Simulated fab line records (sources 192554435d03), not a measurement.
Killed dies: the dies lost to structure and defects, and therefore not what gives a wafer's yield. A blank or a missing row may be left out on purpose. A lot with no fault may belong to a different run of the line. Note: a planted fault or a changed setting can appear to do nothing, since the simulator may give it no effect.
fab line records    flow n5Finfet
record lots=5  wafers=15  lastDay=18
route steps=1938 shown BEOL_M14@1718
lots with no fault: from the same line, run without faults
startH: the number of hours between the record's first day and the start of the first shown wafer of the lot    waitH: hours from the lot's prior step to this one    " same as the row above    L1.1+2: a single row standing in for several wafers    - value missing, or start not given    * or withheld: withheld    < > ~ a bound
route shown NAME@n: names a module that has steps shown in the file, with the first one's number in the route    usual: mean/standard deviation of fault-free wafers    same: alike in all rows    chamber/n: place in a boat    sites: the reading at each site    _std_site: the values' standard deviation    _edge_site: outer sites' mean less inner sites'    radiusMm: how far each site lies from the wafer's centre    mask NAME#n: copy n    behind: the most recent tool/chamber to have shaped the wafer    hold: what put the lot on hold/how long, in hours/how the hold closed    device: the transistor (n, p or np) that didn't switch    end of line: the same wafers' tests at the end of the route    a step without rows: its recipe alone    killed: dies that structure and defects cost at the first sort, which is not the same as the wafer's yield    map: dies across one wafer; x = killed, . = not, _ = none there
set.NAME: the setting that was run; set.NAME@STEP: the one run at that earlier step    model.NAME: the simulator's own value behind a step, which no gauge read
lots at selected steps of the route; one table per step, one row per wafer
services: a tool's chamber out of use, with start hour (startH, from the record's first day; less than 0 if before it), hours out, and reason
## steps
# step N5_BEOL_M14_COAT_58
# recipe resist=BARC  tempC=205  timeS=60  spinRpm=1500  resistThkNm=89
# step N5_BEOL_M14_COAT_04
# recipe spinRpm=1704  resistThkNm=800
# step N5_BEOL_M14_EBR_06
# recipe solvent=PGMEA  ebrWidthMm=1.5
# step N5_BEOL_M14_SOFTBAKE_05
# recipe tempC=130  timeS=60
# step N5_BEOL_M14_EXPOSE_07
# recipe maskId=V13  na=0.8  sourceShape=annular  sigmaInner=0.5  sigmaOuter=0.8  polarization=unpolarized  attpsmPhaseDeg=180  doseMj=57
# step N5_BEOL_M14_PEB_08
# recipe pebTempC=130  pebTimeS=90
# step N5_BEOL_M14_DEVELOP_09
# recipe developTimeS=45  rinseLiquid=diw  dry=airSpin  devTempC=21
# step N5_BEOL_M14_HARDBAKE_14
# recipe tempC=130  timeS=120
# step N5_BEOL_M14_CD_MEAS_10
# recipe targetCdNm=250  landingEnergyEv=500  detector=seInlens  polarity=opening
# usual cdNm=250.8/1.9
lot.wafer  tool      chamber  startH  waitH  cdNm
L794.1     cdSem-03  0        276.89  -      251.1
L794.5     "         0        "       "      251.9
L794.6     "         0        "       "      250.0
L796.1     cdSem-03  0        296.54  -      252.0
L796.4     "         0        "       "      253.6
L796.5     "         0        "       "      254.2
L804.3     cdSem-01  0        350.53  -      252.1
L804.4     "         0        "       "      249.8
L804.5     "         0        "       "      252.1
L807.2     cdSem-01  0        371.53  -      252.4
L807.5     "         0        "       "      249.6
L807.6     "         0        "       "      251.3
L811.2     cdSem-01  0        405.60  -      248.9
L811.3     "         0        "       "      248.6
L811.5     "         0        "       "      248.0
# step N5_BEOL_M14_OVL_MEAS_11
# recipe pointsPerWafer=44
# usual V13_OVL=-3/4.9
# same pointsPerWafer=44
lot.wafer  tool        chamber  startH  waitH  V13_OVL[nm]
L794.1     overlay-01  0        276.92  0.0    5
L794.5     "           0        "       "      7
L794.6     "           0        "       "      -1
L796.1     overlay-01  0        296.57  0.0    1
L796.4     "           0        "       "      2
L796.5     "           0        "       "      -2
L804.3     overlay-01  0        350.56  0.0    -2
L804.4     "           0        "       "      3
L804.5     "           0        "       "      -5
L807.2     overlay-02  0        371.56  0.0    -13
L807.5     "           0        "       "      -15
L807.6     "           0        "       "      -9
L811.2     overlay-01  0        405.63  0.0    7
L811.3     "           0        "       "      -6
L811.5     "           0        "       "      1
# step N5_BEOL_M14_INSPECT_12
# recipe mode=adi  inspectInstrument=macro
# usual rawDefectCount=2.0/1.4
lot.wafer  tool              chamber  startH  waitH  rawDefectCount
L794.1     defectInspect-01  -        276.94  0.0    3
L794.5     "                 -        "       "      2
L794.6     "                 -        "       "      1
L796.1     defectInspect-02  -        296.59  0.0    4
L796.4     "                 -        "       "      2
L796.5     "                 -        "       "      1
L804.3     defectInspect-02  -        350.58  0.0    2
L804.4     "                 -        "       "      3
L804.5     "                 -        "       "      2
L807.2     defectInspect-01  -        371.59  0.0    6
L807.5     "                 -        "       "      3
L807.6     "                 -        "       "      1
L811.2     defectInspect-02  -        405.65  0.0    2
L811.3     "                 -        "       "      0
L811.5     "                 -        "       "      0
# step N5_BEOL_M14_DESCUM_15
# recipe chemistry=O2  timeS=7.9  sourcePowerW=50  biasPowerW=20  pressureMtorr=20  rfFrequencyHz=2.712e+07  tempC=40  o2FlowSccm=225
# usual chamberPressureMTorr=19.999/0.02  drypumpMotorCurrentA=5.8/0.41  o2FlowSccm=224.9/0.66  oesProductAu=0.82/0.1  rfVppV=243.5/1.5  showerheadPlenumPTorr=2.12/0.09  throttleValvePct=20.35/0.25
lot.wafer  tool        chamber  startH  waitH  chamberPressureMTorr  drypumpMotorCurrentA  o2FlowSccm  oesProductAu  rfHoursCounterH  rfVppV  showerheadPlenumPTorr  throttleValvePct
L794.1     rieDiel-06  3        276.98  0.0    19.989                5.7                   225.1       0.77          162              244.1   2.18                   20.58
L794.5     "           2        "       "      19.991                5.6                   224.3       0.68          -                239.9   1.98                   20.59
L794.6     "           3        "       "      20.016                5.7                   224.5       0.76          -                243.1   2.18                   20.56
L796.1     rieDiel-01  0        296.97  0.4    20.016                5.5                   223.9       0.75          129              244.3   2.11                   20.37
L796.4     "           1        "       "      20.032                6.1                   224.7       0.68          242              243.7   2.04                   20.53
L796.5     "           2        "       "      19.995                6.4                   225.1       0.93          -                243.3   2.13                   20.00
L804.3     rieDiel-06  2        350.61  0.0    20.010                5.6                   225.3       0.94          12               245.1   2.24                   20.13
L804.4     "           0        "       "      19.993                6.0                   223.5       0.71          208              244.6   2.18                   20.73
L804.5     "           0        "       "      19.992                6.0                   224.4       0.71          -                245.1   2.18                   20.75
L807.2     rieDiel-01  3        371.62  0.0    20.008                5.3                   225.6       0.90          30               242.0   2.04                   20.09
L807.5     "           0        "       "      20.007                5.5                   225.1       0.73          -                243.7   2.10                   20.41
L807.6     "           3        "       "      19.993                5.3                   225.3       0.89          -                241.1   2.04                   20.08
L811.2     rieDiel-01  1        405.69  0.0    19.993                6.1                   225.6       0.89          19               244.0   2.03                   20.28
L811.3     "           0        "       "      20.006                5.5                   225.5       0.73          165              243.8   2.09                   20.41
L811.5     "           0        "       "      20.023                5.5                   225.6       0.72          -                244.3   2.09                   20.41
# step N5_BEOL_M14_ETCH_59
# recipe chemistry=N2/H2  target=BARC  targetDepthA=890  overetchA=267  timeS=67.9  ionEnergyEv=200  pressureMtorr=30  sourceW=840  biasW=150  n2FlowSccm=200  h2FlowSccm=200
# usual chamberPressureMTorr=29.996/0.027  drypumpMotorCurrentA=5.8/0.41  h2FlowSccm=200.0/0.56  oesProductAu=0.70/0.081  rfVppV=524.6/2.9  showerheadPlenumPTorr=2.57/0.095  throttleValvePct=17.80/0.29
lot.wafer  tool        chamber  startH  waitH  chamberPressureMTorr  drypumpMotorCurrentA  h2FlowSccm  oesProductAu  rfHoursCounterH  rfVppV  showerheadPlenumPTorr  throttleValvePct
L794.1     rieDiel-06  3        277.01  0.0    30.009                5.8                   199.8       0.65          162              527.2   2.62                   17.78
L794.5     "           2        "       "      30.014                5.6                   199.5       0.58          -                519.3   2.40                   18.00
L794.6     "           3        "       "      30.000                5.7                   199.7       0.65          -                525.7   2.62                   17.77
L796.1     rieDiel-01  0        297.00  0.0    30.008                5.5                   200.5       0.64          129              524.3   2.55                   17.75
L796.4     "           1        "       "      29.991                6.1                   199.8       0.59          242              522.1   2.52                   18.28
L796.5     "           2        "       "      29.967                6.3                   200.8       0.78          -                526.6   2.59                   17.38
L804.3     rieDiel-06  2        350.65  0.0    30.008                5.6                   180.0       0.81          12               529.4   2.64                   16.99
L804.4     "           0        "       "      30.071                6.0                   200.5       0.62          208              525.6   2.62                   18.05
L804.5     "           0        "       "      30.020                6.0                   199.6       0.62          -                525.7   2.62                   18.05
L807.2     rieDiel-01  3        371.65  0.0    30.003                5.3                   200.6       0.76          30               523.7   2.50                   17.57
L807.5     "           0        "       "      30.012                5.5                   200.5       0.62          -                523.7   2.54                   17.79
L807.6     "           3        "       "      29.966                5.3                   200.1       0.76          -                522.1   2.50                   17.58
L811.2     rieDiel-01  1        405.72  0.0    30.047                6.1                   200.5       0.77          19               522.0   2.51                   17.96
L811.3     "           0        "       "      29.964                5.5                   199.8       0.62          165              522.9   2.53                   17.80
L811.5     "           0        "       "      30.027                5.5                   200.6       0.62          -                524.3   2.53                   17.81
# step N5_BEOL_M14_VIA_ETCH_16
# recipe chemistry=C4F8/O2/Ar  target=SiO2  heInnerTorr=15  heOuterTorr=30  targetDepthA=12313  timeS=withheld  ionEnergyEv=800  pressureMtorr=20  sourceW=1905  biasW=2040  Ar_flow_sccm=400  C4F8_flow_sccm=16  O2_flow_sccm=12  ends=cleared
# usual chamberPressureMTorr=20.002/0.02  drypumpMotorCurrentA=5.8/0.41  mfcArSccm=400.0/1.2  oesProductAu=0.74/0.093  rfVppV=2222/32  showerheadPlenumPTorr=3.47/0.12  throttleValvePct=30.79/0.26
lot.wafer  tool        chamber  startH  waitH  chamberPressureMTorr  drypumpMotorCurrentA  mfcArSccm  oesProductAu  rfVppV  showerheadPlenumPTorr  throttleValvePct
L794.1     rieDiel-06  3        277.06  0.0    20.016                5.7                   400.4      0.70          2260    3.56                   30.96
L794.5     "           2        "       "      20.013                5.6                   399.3      0.62          2225    3.24                   30.81
L794.6     "           3        "       "      20.017                5.7                   400.9      0.69          2261    3.57                   30.95
L796.1     rieDiel-01  0        297.05  0.0    20.041                5.5                   397.6      0.66          2206    3.45                   30.71
L796.4     "           1        "       "      20.009                6.1                   399.8      0.60          2169    3.38                   30.93
L796.5     "           2        "       "      20.020                6.4                   398.3      0.84          2225    3.50                   30.41
L804.3     rieDiel-06  2        350.70  0.0    19.972                5.6                   398.6      0.87          2261    3.63                   30.37
L804.4     "           0        "       "      19.994                6.0                   400.0      0.64          2202    3.53                   30.95
L804.5     "           0        "       "      19.988                6.1                   399.0      0.63          2201    3.53                   30.96
L807.2     rieDiel-01  3        371.71  0.0    20.041                5.3                   400.5      0.80          2236    3.38                   30.63
L807.5     "           0        "       "      20.020                5.5                   400.1      0.66          2203    3.43                   30.73
L807.6     "           3        "       "      20.032                5.3                   401.9      0.80          2235    3.38                   30.62
L811.2     rieDiel-01  1        405.77  0.0    20.031                6.1                   401.9      0.82          2168    3.37                   30.90
L811.3     "           0        "       "      19.999                5.4                   401.0      0.66          2201    3.43                   30.75
L811.5     "           0        "       "      20.036                5.5                   401.0      0.65          2204    3.43                   30.77
## services
tool        chamber  startH  hours  kind
rieDiel-01  3        260.69  -      clean
rieDiel-01  3        260.69  -      consumableReplace:focusRing
rieDiel-01  3        260.69  22.1   scheduledDown
rieDiel-01  3        260.69  22.1   ventCycle
rieDiel-06  2        288.52  -      clean
rieDiel-06  2        288.52  -      consumableReplace:focusRing
rieDiel-06  2        288.52  -      consumableReplace:showerhead
rieDiel-06  2        288.52  22.3   scheduledDown
rieDiel-06  2        288.52  22.3   ventCycle
rieDiel-06  3        309.61  11.3   repair
rieDiel-01  1        318.59  -      clean
rieDiel-01  1        318.59  -      consumableReplace:focusRing
rieDiel-01  1        318.59  20.4   scheduledDown
rieDiel-01  1        318.59  20.4   ventCycle
rieDiel-01  3        331.39  3.3    repair
rieDiel-06  2        357.44  6.5    repair
## key
firstSign step=N5_BEOL_M14_ETCH_59  reading=h2FlowSccm  direction=down  sigmas=36  usual=200.0  struck=180.0
effect none on later readings
metAt N5_BEOL_M14_ETCH_59
struckWafers L804.3
onsetBetween 277.01 350.65
fault kind=processParameterDrift  tool=rieDiel-06  chamber=2  onsetH=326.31  steps=N5_BEOL_M14_ETCH_59  channel=h2FlowSccm  offset=-20  shape=step  endH=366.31  actsIn=theseRecipesOnly  stated=200
